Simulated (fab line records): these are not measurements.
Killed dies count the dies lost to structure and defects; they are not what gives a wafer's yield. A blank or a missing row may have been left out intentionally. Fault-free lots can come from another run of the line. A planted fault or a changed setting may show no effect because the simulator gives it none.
A lot that was struck, set against a sound lot | flow n5-finfet | 36 out of 1938 route steps
Sound: wafers L393.4, L393.5, L393.6. Wafers L384.1, L384.3, L384.5 were the ones struck. The cause is named last.
At each step with rows: each side's tool, then ch and its chambers, then its first start. Under that, the readings that differ: sound wafers | struck wafers | difference of the means | sigmas: that difference in standard deviations of wafers without a fault.
alike: same words and numbers on both sides, and readings whose means sit less than 2 such deviations apart. not compared: any withheld reading, any reading some wafer has no value for, any bound like >300 that may hide the same value, and any number with overlapping values for which the record gives no deviation.
The two part at a step that has a row with sigmas, a row that says differs or no value, or rows on one side only. Numbers that have no deviation but don't overlap get no sigmas and don't part them. Lack of a reading on every wafer of one side parts them only where that side has two or more wafers.

first, 9 steps without rows for these wafers: N5_BEOL_M4_ANNEAL_95 (time 240 s); N5_BEOL_M4_SPUTTER_96 (material Cu, target thk 4.5 nm, time 8.29 s); N5_BEOL_M4_ECD_50 (material Cu, target thk 300 nm); N5_BEOL_M4_ANNEAL_51 (time 90 s); N5_BEOL_M4_CMP_52 (polishes, stops on SiOC, t overpolish 6.8 s, target thk 40 nm); N5_BEOL_M4_PRE_CLEAN_60 (time 15 s); N5_BEOL_M4_CO_CAP_55 (material Co, precursor CCTBA/H2, target thk 2 nm, time 102.1 s); N5_BEOL_M4_PRE_CLEAN_56 (time 15 s); N5_BEOL_M4_DEP_57 (deposits SiCN from 3MS/NH3, target thk 8 nm, time 14 s).
N5_BEOL_M4_RC_MEAS_101:
  sound on prober-02 ch 0, day 13 16:05; struck on prober-02 ch 0, day 11 07:49
  alike: DIBL_N, DIBL_P, IOFF_N, IOFF_P, ION_N, ION_P, SS_N, SS_P, VT_N, VT_P
then, 24 steps without rows for these wafers: N5_BEOL_M5_ILD_DEP_00 (deposits SiCOH lowk from DEMS/porogen, target thk 140.64 nm, time 25.9 s); N5_BEOL_M5_CURE_79 (cures SiCOH lowk, time 240 s); N5_BEOL_M5_PECVD_70 (deposits SiO2 from TEOS/O2, target thk 16 nm, time 18 s); N5_BEOL_M5_HM_DEP_02 (deposits TiN, target thk 20 nm); N5_BEOL_M5_COAT_59 (time 60 s, resist thk 60 nm); N5_BEOL_M5_COAT_60 (time 60 s, resist thk 12 nm); N5_BEOL_M5_COAT_71 (time 60 s, resist thk 5 nm); N5_BEOL_M5_COAT_05 (resist thk 30 nm); N5_BEOL_M5_EBR_07; N5_BEOL_M5_SOFTBAKE_06 (time 60 s); N5_BEOL_M5_EXPOSE_08 (exposes mask M5, target cd 28 nm); N5_BEOL_M5_PEB_09 (peb time 60 s); N5_BEOL_M5_DEVELOP_10 (develop time 30 s); N5_BEOL_M5_DESCUM_16 (chemistry O2, time 7 s); N5_BEOL_M5_ETCH_72 (etches underlayer in N2/H2, target depth 6.5 nm, time 5.2 s); N5_BEOL_M5_ETCH_61 (etches SiARC in CF4, target depth 15.6 nm, time 26 s); N5_BEOL_M5_ETCH_62 (etches SOC in N2/H2, target depth 75 nm, overetch 15 nm, time 112.5 s); N5_BEOL_M5_STRIP_63 (strips in N2/H2); N5_BEOL_M5_STRIP_73 (strips in N2/H2); N5_BEOL_M5_STRIP_64 (strips in CF4); N5_BEOL_M5_HM_OPEN_17 (chemistry Cl2/BCl3, target TiN, target depth 20 nm, overetch 6 nm); N5_BEOL_M5_STRIP_19 (strips in O2); N5_BEOL_M5_COAT_65 (time 60 s, resist thk 60 nm); N5_BEOL_M5_COAT_66 (time 60 s, resist thk 12 nm).
N5_BEOL_M8_VIA_ETCH_34: etches SiCOH lowk in C4F6/O2, target depth 125.5 nm, time 50.5 s.
  sound on rie-diel-03 ch 0,1, day 15 01:29; struck on rie-diel-01 ch 0,2, day 12 23:26
  reading                                  | sound             | struck            | difference | sigmas
  oes-product-au (a.u.)                    | 0.75 0.76 0.71    | 0.55 0.57 0.56    | -0.18      | -3
  model.etch.depth-nm (nm)                 | 124.3 124.8 122.6 | 83.66 82.77 82.47 | -40.93     |
  model.SOC_of_BEOL_M8_COAT_63.thk-nm (nm) | 54.2 54 54        | 56.2 56.2 56.4    | +2.2       |
  alike: drypump-motor-current-A, oes_o_777_au, rf-vpp-V, showerhead-plenum-p-Torr, throttle-valve-pct
  not compared: rf-hours-counter-h
-- a jump in the record: the struck wafers' starts before and after are 3 days apart (it breaks off in module BEOL_M8 and resumes in module PASSIVATION, where the first step shown is number 1936 of the route) --
N5_PASSIVATION_PROBE_49:
  only the struck wafers here have rows in the record (prober-02, day 15 20:01); the sound ones have none

== WHERE THEY PART ==
Last at N5_PASSIVATION_PROBE_49 as far as this record goes, first at N5_BEOL_M8_VIA_ETCH_34.

WHY: what the simulator had put in
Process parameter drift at N5_BEOL_M8_VIA_ETCH_34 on rie-diel-01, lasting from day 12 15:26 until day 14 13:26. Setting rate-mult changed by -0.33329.
